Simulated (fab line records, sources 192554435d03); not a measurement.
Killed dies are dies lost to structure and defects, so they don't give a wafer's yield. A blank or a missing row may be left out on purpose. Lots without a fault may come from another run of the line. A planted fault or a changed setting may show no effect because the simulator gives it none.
Split-lot experiment | flow n5_finfet | 7 lots, 21 wafers read, on a route of 1938 steps

THE SPLIT
At N5_SD_EPI_N_PEB_07 (peb time 60 s), the setting peb_time_s was moved away from the recipe's 60 s on 7 of the 21 wafers read, by -7.3% to +19.0%. The other wafers ran this setting at the recipe's value.

FROM THE SPLIT TO THE READING: what the file shows between them, 1 step
- N5_SD_EPI_N_DEVELOP_08: develop time 30 s

THE READING
cd_nm, in nm, at N5_SD_EPI_N_CD_MEAS_09 (target cd 120 nm). Fault-free wafers of this fab line usually give 119.9 nm, standard deviation 0.55 nm.

wafer  | tool, chamber at the split | peb_time_s as run, s | against the recipe | cd_nm, nm | against lot-mates on the recipe
L079.1 | litho_track-02, 0          | 60                   | recipe             | 120.0     | -
L079.3 | litho_track-02, 0          | 60                   | recipe             | 119.8     | -
L079.5 | litho_track-02, 0          | 60                   | recipe             | 120.3     | -
L082.2 | litho_track-04, 0          | 60                   | recipe             | 120.4     | -
L082.4 | litho_track-04, 0          | 55.6                 | -7.3%              | 117.9     | -2.5
L082.5 | litho_track-04, 0          | 55.6                 | -7.3%              | 116.9     | -3.5
L087.1 | litho_track-02, 0          | 60                   | recipe             | 120.2     | -
L087.3 | litho_track-02, 0          | 60                   | recipe             | 119.9     | -
L087.4 | litho_track-02, 0          | 71.38                | +19.0%             | 126.0     | +5.9
L091.3 | litho_track-04, 0          | 60                   | recipe             | 119.4     | -
L091.4 | litho_track-04, 0          | 67.54                | +12.6%             | 123.3     | +3.7
L091.5 | litho_track-04, 0          | 60                   | recipe             | 119.8     | -
L093.1 | litho_track-03, 0          | 60                   | recipe             | 119.3     | -
L093.2 | litho_track-03, 0          | 69.67                | +16.1%             | 124.6     | +5.2
L093.4 | litho_track-03, 0          | 60                   | recipe             | 119.5     | -
L094.1 | litho_track-02, 0          | 56.23                | -6.3%              | 118.6     | -2.7
L094.2 | litho_track-02, 0          | 60                   | recipe             | 121.2     | -
L094.6 | litho_track-02, 0          | 60                   | recipe             | 121.3     | -
L096.2 | litho_track-04, 0          | 60                   | recipe             | 120.3     | -
L096.4 | litho_track-04, 0          | 69.84                | +16.4%             | 124.0     | +4.2
L096.5 | litho_track-04, 0          | 60                   | recipe             | 119.2     | -

THE FIT
A straight line over all 21 wafers: cd_nm changes by +0.287 nm for each +1% of peb_time_s; r = +0.96; the points scatter about the line by 0.62 nm.
The same after taking each lot's own level away (the mean of its wafers on the recipe; 21 wafers): +0.319 nm for each +1%; r = +0.99; scatter 0.41 nm.
On that fit, the largest move of peb_time_s shifts the reading by 6 nm.
The lots' own levels span 119.40 to 121.25 nm, that is 3.4 times the standard deviation above.
So the lot-to-lot level changes the slope little: the two slopes agree.
Check: with one of the wafers moved furthest among these (+19.0%) left out of the fit, the line predicts +5.86 nm for it against its lot-mates. It came out at +5.95 nm against them.

OTHER SPLITS ON THESE WAFERS
These wafers also went through other splits before the reading. Each is held against what the fit with the lots' levels taken away leaves over:
other split on the same wafers           | wafers away from the commonest value | r with cd_nm (lot level and that fit taken away)
N5_WELL_APT_EXPOSE_22 dose_mj            | 7                                    | -0.28
N5_WELL_APT_PEB_23 peb_time_s            | 10                                   | -0.33
N5_PMOS_HMC_CHANNEL_EPI_HM_DEP_34 time_s | 11                                   | -0.44
N5_FIN_CUT_ETCH_21 time_s                | 9                                    | -0.04
N5_SD_EPI_N_COAT_33 spin_rpm             | 7                                    | -0.11

THE WHOLE CHAIN: every reading that the file lists as answering this split, in the file's order
step                   | what it does                                     | reading                                                         | change (the file's fit)               | r (the file's)
N5_SD_EPI_N_CD_MEAS_09 | target cd 120 nm                                 | cd_nm                                                           | +0.309 nm for each +1% of the setting | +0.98
N5_SD_EPI_N_DESCUM_14  | chemistry O2, time 7.9 s                         | SD_EPI_N.cd_nm (the simulator's own value, which no gauge read) | +0.313 nm for each +1% of the setting | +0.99
N5_SD_EPI_N_ETCH_35    | etches SOC in N2/H2, overetch 108 nm, time 486 s | SD_EPI_N.cd_nm (the simulator's own value, which no gauge read) | +0.35 nm for each +1% of the setting  | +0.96

THE FILE'S OWN FIT
cd_nm changes by +0.309 nm for each +1% of peb_time_s, r = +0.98.
